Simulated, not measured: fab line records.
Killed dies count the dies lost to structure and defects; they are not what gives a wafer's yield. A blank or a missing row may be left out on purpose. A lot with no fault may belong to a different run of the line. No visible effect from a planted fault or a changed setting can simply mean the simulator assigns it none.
A lot that was struck, set against a sound lot -- flow n5-finfet -- 6 out of 1938 route steps
Sound: wafers L374.1, L374.3, L374.4. Wafers struck: L384.1, L384.5, L384.6. Last of all comes the cause.
Each step with rows lists, per side, the tool, then ch with its chambers, then its first start. Under that, the readings that differ: sound wafers -- struck wafers -- difference of the means -- sigmas: that difference in standard deviations of wafers without a fault.
alike: same words and numbers on both sides, and readings whose means sit less than 2 such deviations apart. not compared: any withheld reading, any reading some wafer has no value for, any bound like >300 that may hide the same value, and any number with overlapping values for which the record gives no deviation.
The two part at a step that has a row with sigmas, a row that says differs or no value, or rows on one side only. When numbers do not overlap yet have no deviation, they are printed without sigmas and do not part them. Lack of a reading on every wafer of one side parts them only where that side has two or more wafers.

N5_START_INSPECT_01: inspects for defects (unpatterned scan).
  struck on defect-inspect-02, day 4 12:02; sound on defect-inspect-01, day 2 00:02
  alike: raw-defect-count
then, 2 steps without rows for these wafers: N5_ZERO_LAYER_PRECLEAN_00 (cleans in SPM, time 600 s); N5_ZERO_LAYER_SRD_01 (time 30 s, dry time 30 s).
N5_ZERO_LAYER_PECVD_02: deposits SiO2 from SiH4/N2O, target thk 10 nm, time 6 s.
  sound on pecvd-04 ch 0,1, day 2 00:17; struck on pecvd-02 ch 0,1, day 4 12:17
  no value came back on the struck wafers for chamber-pressure-Torr (Torr), heater-power-outer-w (W), heater-power-w (W), showerhead-plenum-p-Torr (Torr); on the sound wafers chamber-pressure-Torr (Torr) reads 0.7485 0.7471 0.7521
  not compared: since-wet-clean-h
then, 1 step without rows for these wafers: N5_ZERO_LAYER_HMDS_04 (time 60 s).
N5_PASSIVATION_PROBE_49:
  sound wafers here have rows in the record (prober-02, day 12 17:48); struck ones have none

== WHERE THEY PART ==
First at N5_ZERO_LAYER_PECVD_02; last, within this record, at N5_PASSIVATION_PROBE_49.

WHY: the cause the simulator had injected
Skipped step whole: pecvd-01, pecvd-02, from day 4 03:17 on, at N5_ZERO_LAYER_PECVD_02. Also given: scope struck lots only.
